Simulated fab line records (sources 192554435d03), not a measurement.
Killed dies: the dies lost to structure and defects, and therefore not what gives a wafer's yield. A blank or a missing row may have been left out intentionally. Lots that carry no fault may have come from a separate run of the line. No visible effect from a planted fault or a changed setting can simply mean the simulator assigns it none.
Chamber matching	flow n5-finfet	N5_BEOL_M9_DESCUM_16 on rie-diel-01 has 4 sister chambers
The step chemistry O2, time 7.9 s. 14 wafers are shown with their chamber, then 7 later ones without.

WAFERS, EACH WITH ITS CHAMBER
wafer	chamber	throttle-valve-pct (%)	showerhead-plenum-p-Torr (Torr)	drypump-motor-current-A (A)
L149.1	1	20.01	2.16	5.51
L149.2	0	20.61	2.01	5.43
L149.4	3	20.70	2.13	5.15
L157.1	0	20.62	2.00	5.41
L157.2	1	20.02	2.15	5.44
L157.6	1	20.03	2.15	5.43
L161.1	3	20.73	2.12	5.15
L161.4	0	20.65	2.00	5.44
L161.5	3	20.74	2.12	5.15
L163.3	2	20.57	2.14	5.70
L163.5	0	20.66	2.00	5.41
L163.6	2	20.55	2.14	5.72
L165.2	3	20.75	2.12	5.16
L165.4	3	20.73	2.12	5.15

SIGNATURES (averages over the wafers above)
reading	chamber 0	chamber 1	chamber 2	chamber 3	scatter within a chamber
throttle-valve-pct	20.6350	20.0200	20.5600	20.7300	0.0187
showerhead-plenum-p-Torr	2.0025	2.1533	2.1400	2.1220	0.00471
drypump-motor-current-A	5.4225	5.4600	5.7100	5.1520	0.0218
Rule: distance of a wafer from a chamber = root of the sum over the readings of ((wafer's reading minus chamber's mean) / reading's scatter) squared. The wafer belongs to the nearest chamber; if the next one is less than 2 further off, it can't be placed. The scatter: take each reading less its chamber's mean, square it, sum over the shown wafers, divide by the number of wafers less the number of chambers, and take the root.

WAFERS WHOSE CHAMBER IS MISSING
wafer	throttle-valve-pct (%)	showerhead-plenum-p-Torr (Torr)	drypump-motor-current-A (A)
L165.6	20.56	2.14	5.75
L167.1	20.77	2.11	5.16
L167.2	20.67	2.00	5.42
L167.6	20.56	2.14	5.75
L170.1	20.08	2.14	5.47
L170.2	20.65	2.00	5.41
L170.3	20.59	2.14	5.75

WHICH CHAMBER EACH ONE RAN IN
wafer	from the rows above	in truth
L165.6	2	2
L167.1	3	3
L167.2	0	0
L167.6	2	2
L170.1	1	1
L170.2	0	0
L170.3	2	2
Placed correctly: 7 of 7. Can't be placed from these rows: 0. Wrongly placed: 0.
